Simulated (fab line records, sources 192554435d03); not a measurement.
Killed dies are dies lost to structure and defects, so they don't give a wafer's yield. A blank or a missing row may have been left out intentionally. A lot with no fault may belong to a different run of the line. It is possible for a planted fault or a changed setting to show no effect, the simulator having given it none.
fab line records -- flow n5Finfet
record: lots: 7, wafers: 39
route steps=1938 shown WELL_APT@32 FIN_SAQP@115 DUMMY_GATE@214 HKMG_FIN@435 GATE_CUT@484 BEOL_M4@1111
startH: hours from the record's first day to the start of the lot's first wafer shown -- waitH: time in hours since the lot's previous step -- " as in the row above -- L1.1+2: a row that stands for several wafers -- - no value, or no start was given -- * or withheld: withheld -- < > ~ a bound
route shown NAME@n: names a module that has steps shown in the file, with the first one's number in the route -- usual: mean/standard deviation of fault-free wafers -- same: alike in all rows -- chamber/n: place in a boat -- sites: readings site by site -- _std_site: the values' standard deviation -- _edge_site: mean of outer sites minus mean of inner sites -- radiusMm: how far each site lies from the wafer's centre -- mask NAME#n: copy n -- behind: the last tool/chamber to shape the wafer -- hold: reason for holding the lot/hours on hold/outcome of the hold -- device: the transistor (n, p or np) that didn't switch -- end of line: the same wafers' tests at the end of the route -- for a step that has no rows: nothing shown but its recipe -- killed: not the wafer's yield, but the dies lost to structure and defects at the first sort -- map: per-die view of a wafer (x killed, . not killed, _ where there is no die)
set.NAME: the setting the step ran with; set.NAME@STEP: the setting that earlier step ran with -- model.NAME: the simulator's own value behind a step, which no gauge read
lots whose settings were changed on purpose; a table a step, a row a wafer
== steps ==
step: N5_WELL_APT_IMPLANT_14
recipe: species: P, energyKev: 160, doseCm2: 1.5e+13, tiltDeg: 0, rotationDeg: 0
step: N5_WELL_APT_EPI_41
recipe: material: Si, targetThkA: 500, tempC: 650, precursor: SiH4/H2, pressureTorr: 20, timeS: 297.7
step: N5_FIN_SAQP_ETCH_51
recipe: chemistry: CF4, target: SiARC, targetDepthA: 455, maskMaterial: CAR-ArF, timeS: 75.8, ionEnergyEv: 80, pressureMtorr: 40, sourceW: 545, biasW: 36, Ar_flow_sccm: 100, cf4FlowSccm: 100, ends: cleared
step: N5_FIN_SAQP_MANDREL_ETCH_58
recipe: chemistry: HBr/Cl2, target: a-Si, targetDepthA: 450, btTimeS: 10, stopOn: SiNx, maskMaterial: SiO2, overEtchFrac: 0.8, timeS: 27, pressureMtorr: 10, icpW: 800, biasW: 75, HBr_flow_sccm: 150, Cl2_flow_sccm: 80, ends: endPoint
step: N5_DUMMY_GATE_ALD_02
recipe: material: SiO2, targetThkA: 20, tempC: 300, aldPrecursorFamily: BDEAS, aldCoReactant: O2-plasma, pulseTimeS: 1, pressureTorr: 2
step: N5_DUMMY_GATE_ETCH_42
recipe: chemistry: CHF3/O2, target: SiO2, targetDepthA: 35, timeS: 31, ionEnergyEv: 30, biasW: 12, pressureMtorr: 30, sourceW: 600, Ar_flow_sccm: 200, CHF3_flow_sccm: 50, O2_flow_sccm: 5
step: N5_HKMG_FIN_ETCH_32
recipe: chemistry: N2/H2, target: SOC, targetDepthA: 2400, tempC: 40, timeS: 300, ionEnergyEv: 200, maskMaterial: SiARC, pressureMtorr: 30, sourceW: 840, biasW: 150, n2FlowSccm: 200, h2FlowSccm: 200
step: N5_HKMG_FIN_NWFM_ALD_20
recipe: material: TiAlC, targetThkA: 20, tempC: 300, aldPrecursorFamily: TiCl4, aldCoReactant: TEA, pulseTimeS: 3, purgeTimeS: 2, coReactantPurgeTimeS: 2, coReactantPulseTimeS: 10, aldCycles: 7, pressureTorr: 3
step: N5_GATE_CUT_EXPOSE_10
recipe: maskId: GATE_CUT, na: 0.33, sourceShape: annular, sigmaInner: 0.35, sigmaOuter: 0.8, polarization: unpolarized, targetCdNm: 20, doseMj: 43.25
step: N5_BEOL_M4_RC_MEAS_101
usual: CJ_N: 4.32/0.087, IOFF_N_LONG: 5.5e-05/2.4e-06, RS_NWELL: 1037/6.2, RS_PWELL: 3006/26
lot.wafer,tool,chamber,startH,waitH,set.doseCm2@WELL_APT_IMPLANT_14,set.targetThkA@WELL_APT_EPI_41,set.cf4FlowSccm@FIN_SAQP_ETCH_51,set.biasW@FIN_SAQP_MANDREL_ETCH_58,set.tempC@DUMMY_GATE_ALD_02,set.biasW@DUMMY_GATE_ETCH_42,set.h2FlowSccm@HKMG_FIN_ETCH_32,set.coReactantPulseTimeS@HKMG_FIN_NWFM_ALD_20,set.doseMj@GATE_CUT_EXPOSE_10,CJ_N,IOFF_N_LONG[nA/um],RS_NWELL[ohm/sq],RS_PWELL[ohm/sq]
L075.1,prober-01,0,193.92,0.0,1.5e+13,500,91.46,81.48,300,12,200,10,43.25,4.42,5.37e-05,1049,3013
L075.2,prober-01,0,193.92,0.0,1.5e+13,500,91.46,81.48,300,12,200,12.37,43.25,4.46,5.77e-05,1037,3019
L075.3,prober-01,0,193.92,0.0,1.5e+13,500,91.46,75,300,12,200,12.37,43.25,4.37,5.67e-05,1043,3001
L075.4,prober-01,0,193.92,0.0,1.5e+13,500,100,75,300,12,200,10,43.25,4.46,5.37e-05,1043,3036
L075.5,prober-01,0,193.92,0.0,1.5e+13,500,100,75,300,12,200,12.37,43.25,4.39,5.74e-05,1042,3001
L075.6,prober-01,0,193.92,0.0,1.5e+13,500,100,81.48,300,12,200,10,43.25,4.45,5.42e-05,1046,2999
L079.1,prober-01,0,203.77,0.0,1.5e+13,500,100,75,300,13.64,200,10,43.25,4.34,5.55e-05,1044,3022
L079.2,prober-01,0,203.77,0.0,1.5e+13,513.8,100,75,300,12,210.9,8.276,43.25,4.03,4.89e-05,1027,3004
L079.3,prober-01,0,203.77,0.0,1.625e+13,513.8,100,66.56,300,12,200,10,43.25,4.08,5.44e-05,988,2975
L079.4,prober-01,0,203.77,0.0,1.5e+13,500,100,66.56,300,13.64,210.9,10,43.25,4.27,5.52e-05,1032,2984
L079.5,prober-01,0,203.77,0.0,1.625e+13,513.8,100,66.56,300,13.64,210.9,8.276,43.25,4.16,5.01e-05,979,2978
L079.6,prober-01,0,203.77,0.0,1.625e+13,500,100,75,300,12,200,8.276,43.25,4.26,5.06e-05,989,2974
L084.1,prober-02,0,241.10,0.0,1.28e+13,500,100,75,300,13.5,200,10,43.25,4.44,5.6e-05,1144,3051
L084.2,prober-02,0,241.10,0.0,1.5e+13,500,100,70.94,300,12,200,7.639,43.25,4.34,4.97e-05,1039,3023
L084.3,prober-02,0,241.10,0.0,1.5e+13,471.2,100,75,300,13.5,200,7.639,46.2,4.54,5.03e-05,1040,3043
L084.4,prober-02,0,241.10,0.0,1.28e+13,471.2,100,75,300,12,191.5,10,46.2,4.51,5.65e-05,1132,3063
L084.5,prober-02,0,241.10,0.0,1.28e+13,471.2,100,70.94,300,13.5,191.5,10,43.25,4.56,5.73e-05,1138,3073
L084.6,prober-02,0,241.10,0.0,1.5e+13,500,100,70.94,300,12,191.5,7.639,46.2,4.43,4.83e-05,1034,3014
L087.1,prober-02,0,262.54,0.0,1.579e+13,525.2,113.8,75,288.7,10.73,200,10,43.25,3.90,5.4e-05,994,2958
L087.2,prober-02,0,262.54,0.0,1.579e+13,525.2,100,75,300,12,200,10.99,43.25,4.01,5.61e-05,992,2942
L087.3,prober-02,0,262.54,0.0,1.5e+13,500,113.8,75,300,10.73,200,10.99,45.17,4.40,5.85e-05,1032,3030
L087.4,prober-02,0,262.54,0.0,1.579e+13,500,113.8,75,300,12,192.3,10,45.17,4.32,5.41e-05,997,2984
L087.5,prober-02,0,262.54,0.0,1.5e+13,500,100,75,288.7,12,192.3,10.99,43.25,4.42,5.69e-05,1029,3017
L087.6,prober-02,0,262.54,0.0,1.5e+13,525.2,100,75,288.7,10.73,192.3,10,45.17,3.95,5.41e-05,1032,2955
L092.1,prober-02,0,296.26,0.0,1.341e+13,500,100,62.29,300,13.96,200,11.29,43.25,4.27,5.65e-05,1096,2956
L092.2,prober-02,0,296.26,0.0,1.341e+13,537.6,121.9,75,300,13.96,213,10,43.25,3.62,5.15e-05,1101,2907
L092.3,prober-02,0,296.26,0.0,1.5e+13,500,100,62.29,305.4,13.96,213,10,42.21,4.16,5.2e-05,1040,2972
L092.4,prober-02,0,296.26,0.0,1.341e+13,500,121.9,75,305.4,12,200,10,42.21,4.32,5.48e-05,1113,2964
L092.5,prober-02,0,296.26,0.0,1.5e+13,537.6,121.9,62.29,300,12,200,11.29,42.21,3.73,5.42e-05,1033,2923
L092.6,prober-02,0,296.26,0.0,1.5e+13,537.6,100,75,305.4,12,213,11.29,43.25,3.71,5.22e-05,1032,2912
L093.4,prober-01,0,302.65,0.5,1.5e+13,500,100,75,300,12,200,10,43.25,4.46,5.57e-05,1037,3022
L093.5,prober-01,0,302.65,0.5,1.5e+13,500,100,75,300,12,200,10,43.25,4.51,5.58e-05,1039,3016
L093.6,prober-01,0,302.65,0.5,1.5e+13,500,100,75,300,12,200,10,43.25,4.41,5.57e-05,1040,3015
L095.1,prober-01,0,304.10,0.0,1.264e+13,500,100,75,300,12.83,200,10,43.25,4.47,5.33e-05,1134,2988
L095.2,prober-01,0,304.10,0.0,1.5e+13,500,117.5,87.04,300,12.83,190.2,7.662,45.51,4.47,4.66e-05,1039,2986
L095.3,prober-01,0,304.10,0.0,1.264e+13,500,117.5,87.04,300,12,200,10,45.51,4.54,5.37e-05,1142,2972
L095.4,prober-01,0,304.10,0.0,1.5e+13,534.4,117.5,75,300,12,190.2,7.662,45.51,4.10,4.42e-05,1028,2911
L095.5,prober-01,0,304.10,0.0,1.5e+13,534.4,100,87.04,300,12.83,200,7.662,43.25,4.04,4.39e-05,1030,2891
L095.6,prober-01,0,304.10,0.0,1.264e+13,534.4,100,75,300,12,190.2,10,43.25,4.10,5.14e-05,1134,2949
== key ==
split: step: N5_WELL_APT_IMPLANT_14, setting: doseCm2, statedAs: 1.5e+13
response: step: N5_BEOL_M4_RC_MEAS_101, reading: RS_NWELL, slope: -6.43, per: 1%, togetherWith: all, explained: 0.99
split: step: N5_WELL_APT_EPI_41, setting: targetThkA, statedAs: 500
response: step: N5_BEOL_M4_RC_MEAS_101, reading: CJ_N, slope: -0.0592, per: 1%, togetherWith: all, explained: 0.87
response: step: N5_BEOL_M4_RC_MEAS_101, reading: RS_PWELL, slope: -7.38, per: 1%, togetherWith: all, explained: 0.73
response: step: N5_BEOL_M4_RC_MEAS_101, reading: IOFF_N_LONG, slope: -3e-07, per: 1%, togetherWith: all, explained: 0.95
split: step: N5_FIN_SAQP_ETCH_51, setting: cf4FlowSccm, statedAs: 100
response none clear
split: step: N5_FIN_SAQP_MANDREL_ETCH_58, setting: biasW, statedAs: 75
response none clear
split: step: N5_DUMMY_GATE_ALD_02, setting: tempC, statedAs: 300
response none clear
split: step: N5_DUMMY_GATE_ETCH_42, setting: biasW, statedAs: 12
response none clear
split: step: N5_HKMG_FIN_ETCH_32, setting: h2FlowSccm, statedAs: 200
response none clear
split: step: N5_HKMG_FIN_NWFM_ALD_20, setting: coReactantPulseTimeS, statedAs: 10
response: step: N5_BEOL_M4_RC_MEAS_101, reading: IOFF_N_LONG, slope: +2.02e-07, per: 1%, togetherWith: all, explained: 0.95
split: step: N5_GATE_CUT_EXPOSE_10, setting: doseMj, statedAs: 43.25
response none clear
